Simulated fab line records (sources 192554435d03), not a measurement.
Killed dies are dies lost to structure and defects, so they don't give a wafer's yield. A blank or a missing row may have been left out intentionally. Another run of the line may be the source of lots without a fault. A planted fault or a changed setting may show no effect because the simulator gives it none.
Chamber matching ; flow n5Finfet ; N5_GATE_CUT_CMP_43 on cmp-01 has 4 sister chambers
The step polishes SiO2. 22 wafers are shown with their chamber, then 11 later ones without.

WAFERS WITH THEIR CHAMBER
wafer;chamber;motorCurrentA (A)
L074.2;2;10.7
L074.3;1;14.5
L074.6;3;12.2
L076.1;0;12.6
L076.4;2;11.3
L076.6;3;11.8
L078.1;2;10.5
L078.3;0;12.6
L078.5;2;11.0
L079.1;3;11.5
L079.2;2;10.8
L079.4;1;14.6
L080.1;1;13.9
L080.3;3;11.2
L080.4;0;13.1
L084.3;2;10.5
L084.4;1;14.5
L084.5;0;12.5
L085.1;3;11.4
L085.4;0;12.7
L085.5;2;11.0
L088.2;0;12.7

SIGNATURES, as means of the wafers listed above
reading;chamber 0;chamber 1;chamber 2;chamber 3;scatter within a chamber
motorCurrentA;12.700;14.375;10.829;11.620;0.303
Rule: for a wafer and a chamber, the distance is found by dividing, reading by reading, the gap between the wafer's reading and the chamber's mean by the reading's scatter, squaring, summing and taking the root. The wafer belongs to the nearest chamber; if the next one is less than 2 further off, it can't be placed. The scatter: take each reading less its chamber's mean, square it, sum over the shown wafers, divide by the number of wafers less the number of chambers, and take the root.

WAFERS WITHOUT THEIR CHAMBER
wafer;motorCurrentA (A)
L088.3;11.6
L088.5;10.7
L091.1;11.9
L091.3;11.5
L091.4;10.7
L092.2;14.7
L092.4;10.8
L092.6;11.0
L094.1;10.8
L094.4;12.4
L094.6;13.2

WHICH CHAMBER EACH ONE RAN IN
wafer;from the rows above;in truth
L088.3;3;3
L088.5;2;2
L091.1;can't be placed: 3 or 0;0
L091.3;can't be placed: 3 or 2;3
L091.4;2;2
L092.2;1;1
L092.4;2;2
L092.6;can't be placed: 2 or 3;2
L094.1;2;2
L094.4;can't be placed: 0 or 3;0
L094.6;0;0
Correctly placed: 7 of 11. From these rows, 4 cannot be placed; in 4 the true chamber is one of the candidates. Placed wrongly: 0.
